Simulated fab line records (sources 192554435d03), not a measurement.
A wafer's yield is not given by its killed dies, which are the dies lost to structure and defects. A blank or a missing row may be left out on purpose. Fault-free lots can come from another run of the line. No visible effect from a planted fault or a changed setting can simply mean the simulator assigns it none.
fab line records | flow n5-finfet | part 2 of 2: steps 19 to 25 of 25
record: lots: 5 wafers: 15 last-day: 16
route steps=1938 shown HKMG_FIN@448 GATE_CUT@465
lots untouched by any fault: they come from a run of this same line in which no faults occurred
start-h: hours from the record's first day to the start of the lot's first wafer shown | wait-h: time in hours since the lot's previous step | " repeats the value in the row above | L1.1+2: one row covering several wafers at once | - no value, or no start was given | * or withheld: withheld | < > ~ a bound
route shown NAME@n: NAME is a module with steps in the file, n the number in the route of the first one | usual: average and standard deviation across the fault-free wafers | same: alike in all rows | chamber/n: place in a boat | sites: the reading at each site | _std_site: the standard deviation of these | _edge_site: mean of outer sites minus mean of inner sites | radius-mm: how far each site lies from the wafer's centre | mask NAME#n: copy n | behind: the tool/chamber that last shaped the wafer | hold: what put the lot on hold/how long, in hours/how the hold closed | device: transistor that didn't switch, given as n, p or np | end of line: the same wafers' tests at the end of the route | where a step has no rows: the recipe by itself | killed: the dies lost at the first sort to structure and to defects; this is not the yield of the wafer | map: the dies of a wafer, with x for killed, . for not killed, _ for no die there
set.NAME: the setting the step ran with; set.NAME@STEP: the setting that earlier step ran with | model.NAME: the simulator's own value behind a step, which no gauge read
lots at selected steps of the route; one table per step, one row per wafer
services: from which hour (start-h, from the record's first day; less than 0 if before it) a tool's chamber was out of use, for how many hours, and why
== steps ==
step: N5_GATE_CUT_ETCHBACK_30
recipe: chemistry: Cl2/Ar target: TiN target-depth-a: 30 mode: isotropic pressure-mtorr: 10 icp-w: 600 bias-w: 60 Cl2_flow_sccm: 40 Ar_flow_sccm: 60
usual: bias-w: 60.01/0.18 drypump-motor-current-A: 5.88/0.25 oes-product-au: 0.78/0.075 throttle-valve-pct: 20.99/0.29
columns lot.wafer tool chamber start-h wait-h bias-w drypump-motor-current-A oes-product-au rf-hours-counter-h throttle-valve-pct
L077.1 rie-metal-03 0 97.87 0.1 59.81 5.81 0.82 15 20.89
L077.2 " 1 " " 60.25 5.60 0.83 22 20.91
L077.4 " 0 " " 59.80 5.79 0.82 - 20.92
L083.2 rie-metal-01 1 132.09 0.1 60.20 5.97 0.77 43 20.78
L083.3 " 0 " " 59.94 6.30 0.87 - 21.08
L083.6 " 1 " " 60.15 6.01 0.78 - 20.76
L091.1 rie-metal-02 0 180.09 0.1 60.13 6.09 0.75 59 20.78
L091.3 " 0 " " 60.16 6.11 0.75 - 20.78
L091.4 " 1 " " 60.34 5.66 0.60 - 21.72
L095.1 rie-metal-03 1 206.35 0.1 60.25 5.57 0.78 31 20.93
L095.3 " 0 " " 59.85 5.77 0.78 - 20.91
L095.4 " 1 " " 59.88 5.57 0.79 - 20.92
L096.1 rie-metal-03 1 214.61 0.1 59.80 5.56 0.78 32 20.91
L096.2 " 0 " " 60.05 5.78 0.78 25 20.93
L096.3 " 1 " " 60.27 5.57 0.79 - 20.92
step: N5_GATE_CUT_VAPOR_ETCH_60
recipe: chemistry: BCl3/Cl2 target: HfO2 mode: isotropic
usual: drypump-motor-current-A: 5.88/0.25 oes-product-au: 0.79/0.076
columns lot.wafer tool chamber start-h wait-h drypump-motor-current-A oes-product-au
L077.1 rie-metal-03 0 97.90 0.0 5.78 0.84
L077.2 " 1 " " 5.57 0.86
L077.4 " 0 " " 5.81 0.84
L083.2 rie-metal-01 1 132.12 0.0 6.00 0.79
L083.3 " 0 " " 6.32 0.86
L083.6 " 1 " " 6.02 0.78
L091.1 rie-metal-02 0 180.12 0.0 6.04 0.74
L091.3 " 0 " " 6.08 0.75
L091.4 " 1 " " 5.68 0.60
L095.1 rie-metal-03 1 206.38 0.0 5.58 0.82
L095.3 " 0 " " 5.80 0.81
L095.4 " 1 " " 5.57 0.82
L096.1 rie-metal-03 1 214.64 0.0 5.58 0.82
L096.2 " 0 " " 5.78 0.81
L096.3 " 1 " " 5.55 0.82
step: N5_GATE_CUT_ETCH_58
recipe: chemistry: CH3F/O2 target: SiNx target-depth-a: 170 time-s: 128.6 ion-energy-ev: 50 pressure-mtorr: 30 source-w: 415 bias-w: 21 Ar_flow_sccm: 150 CH3F_flow_sccm: 30 O2_flow_sccm: 20
usual: bias-w: 21.00/0.06 drypump-motor-current-A: 5.5/0.52 oes-product-au: 0.78/0.086 rf-vpp-V: 99.2/0.98 showerhead-plenum-p-Torr: 1.99/0.089 throttle-valve-pct: 16.41/0.25
columns lot.wafer tool chamber start-h wait-h bias-w drypump-motor-current-A oes-product-au rf-hours-counter-h rf-vpp-V showerhead-plenum-p-Torr throttle-valve-pct
L077.1 rie-diel-02 3 97.96 0.0 21.02 6.0 0.67 231 98.6 2.09 16.57
L077.2 " 2 " " 20.96 5.6 0.87 49 100.7 1.95 16.21
L077.4 " 0 " " 20.95 5.7 0.77 115 98.4 1.86 16.57
L083.2 rie-diel-06 0 132.17 0.0 20.96 6.3 0.72 208 99.3 1.89 16.74
L083.3 " 3 " " 20.99 4.7 0.85 77 99.0 2.00 16.25
L083.6 " 2 " " 20.98 4.7 0.69 - 100.4 1.99 16.64
L091.1 rie-diel-02 1 180.17 0.0 21.07 5.5 0.68 231 99.8 1.98 16.81
L091.3 " 2 " " 20.96 5.6 0.84 75 100.0 1.94 16.27
L091.4 " 3 " " 20.98 6.0 0.98 1 100.1 2.08 16.10
L095.1 rie-diel-03 1 206.43 0.0 20.98 5.0 0.86 38 99.6 2.12 16.01
L095.3 " 2 " " 21.01 5.3 0.84 55 98.0 1.95 16.39
L095.4 " 3 " " 21.02 6.5 0.68 - 98.8 1.87 16.39
L096.1 rie-diel-06 2 214.69 0.0 20.91 4.7 0.69 237 99.8 1.98 16.69
L096.2 " 3 " " 21.13 4.8 0.82 102 97.3 1.99 16.30
L096.3 " 1 " " 21.13 5.4 0.80 107 100.7 2.11 16.24
step: N5_GATE_CUT_STRIP_59
recipe: chemistry: N2/H2 time-s: 20 power-w: 100 temp-c: 40 pressure-mtorr: 100 rf-frequency-hz: 6e+07 bias-power-w: 3 n2-flow-sccm: 300 h2-flow-sccm: 300
usual: drypump-motor-current-A: 5.5/0.53 n2-flow-sccm: 300.0/0.99 oes-product-au: 0.78/0.086 rf-vpp-V: 45.3/0.86 showerhead-plenum-p-Torr: 3.36/0.13 throttle-valve-pct: 12.3/0.3
columns lot.wafer tool chamber start-h wait-h drypump-motor-current-A n2-flow-sccm oes-product-au rf-hours-counter-h rf-vpp-V showerhead-plenum-p-Torr throttle-valve-pct
L077.1 rie-diel-02 3 98.06 0.1 6.0 299.8 0.69 231 46.2 3.49 12.4
L077.2 " 2 " " 5.7 299.1 0.87 49 45.6 3.27 12.0
L077.4 " 0 " " 5.8 299.7 0.76 115 44.6 3.16 12.5
L083.2 rie-diel-06 0 132.27 0.1 6.3 300.4 0.72 208 43.1 3.23 12.7
L083.3 " 3 " " 4.8 301.8 0.86 77 44.5 3.40 12.1
L083.6 " 2 " " 4.8 299.5 0.71 - 46.0 3.34 12.5
L091.1 rie-diel-02 1 180.27 0.1 5.5 299.6 0.71 231 44.3 3.32 12.6
L091.3 " 2 " " 5.7 299.8 0.84 75 45.1 3.26 12.1
L091.4 " 3 " " 6.0 299.6 0.98 2 44.3 3.48 11.8
L095.1 rie-diel-03 1 206.53 0.1 5.0 300.3 0.87 39 45.5 3.59 11.9
L095.3 " 2 " " 5.3 300.1 0.86 55 44.9 3.29 12.2
L095.4 " 3 " " 6.5 300.7 0.69 - 44.6 3.19 12.3
L096.1 rie-diel-06 2 214.79 0.1 4.8 297.4 0.69 237 47.1 3.33 12.6
L096.2 " 3 " " 4.8 301.2 0.83 102 44.5 3.39 12.2
L096.3 " 1 " " 5.4 299.6 0.79 108 45.7 3.50 11.9
step: N5_GATE_CUT_PRECLEAN_31
recipe: temp-c: 23 chemistry: DIW time-s: 300
columns lot.wafer tool chamber start-h wait-h
L077.1+2+4 wet-bench-05 0,7,6 98.14 0.1
L083.2+3+6 wet-bench-01 1,5,6 132.35 0.1
L091.1+3+4 wet-bench-05 5,4,0 180.35 0.1
L095.1+3+4 wet-bench-03 1,6,5 206.61 0.1
L096.1+2+3 wet-bench-01 4,3,0 214.87 0.1
step: N5_GATE_CUT_SRD_32
recipe: time-s: 30 temp-c: 23 rinse-liquid: diw dry: ipa-marangoni
columns lot.wafer tool chamber start-h wait-h
L077.1+2+4 wet-bench-05 0,7,6 98.23 0.0
L083.2+3+6 wet-bench-01 1,5,6 132.44 0.0
L091.1+3+4 wet-bench-05 5,4,0 180.44 0.0
L095.1+3+4 wet-bench-03 1,6,5 206.70 0.0
L096.1+2+3 wet-bench-01 4,3,0 214.96 0.0
step: N5_GATE_CUT_SAC_CAP_01
recipe: material: SiNx target-thk-a: 240 temp-c: 400 ald-precursor-family: SiH2I2 ald-co-reactant: N2/H2-plasma pulse-time-s: 1 ald-cycles: 480 purge-time-s: 2 co-reactant-purge-time-s: 2 pressure-torr: 2
usual: heater-power-w: 820/54 precursor-pulse-height-rel: 1.003/0.02
columns lot.wafer tool chamber start-h wait-h heater-power-w precursor-pulse-height-rel
L077.1 ald-sin-02 2 98.50 0.3 839 0.992
L077.2 " 1 " " 791 0.984
L077.4 " 3 " " 853 1.066
L083.2 ald-sin-01 0 132.49 0.0 821 1.008
L083.3 " 2 " " 822 0.981
L083.6 " 0 133.57 1.1 824 1.025
L091.1 ald-sin-01 0 180.49 0.0 831 0.992
L091.3 " 2 " " 826 1.013
L091.4 " 1 " " 736 1.031
L095.1 ald-sin-02 1 206.74 0.0 807 1.007
L095.3 " 2 " " 866 0.985
L095.4 " 3 " " 835 1.010
L096.1 ald-sin-01 0 215.00 0.0 855 0.990
L096.2 " 3 " " 940 1.016
L096.3 " 1 " " 714 1.018
== services ==
columns tool chamber start-h hours kind
rie-metal-03 1 72.18 1.8 repair
rie-metal-01 - 76.78 1.8 repair
cmp-01 - 77.63 3.9 repair
rie-diel-04 0 87.45 6.6 repair
cmp-01 - 91.16 17.3 pm
rie-diel-06 - 98.98 0.4 repair
rie-metal-02 1 99.95 16.6 repair
cvd-w-01 - 101.10 0.8 repair
cvd-w-01 1 104.32 1.4 repair
cvd-w-01 0 109.67 6.7 repair
ald-metal-02 - 115.13 2.8 pm
rie-metal-03 - 125.06 2.8 pm
cvd-w-01 0 133.75 12.6 repair
cmp-01 - 141.81 1.9 repair
cmp-04 - 145.70 4.9 pm
rie-diel-04 - 148.85 0.1 repair
plasma-asher-02 - 149.07 2.7 pm
ald-metal-02 0 152.00 9.9 repair
wet-bench-04 - 154.90 1.5 repair
ald-metal-02 1 158.25 28.4 repair
rie-diel-06 0 163.38 9.6 repair
rie-diel-04 2 172.28 4.3 repair
rie-diel-05 0 185.05 3.2 repair
ald-metal-03 - 198.21 2.6 repair
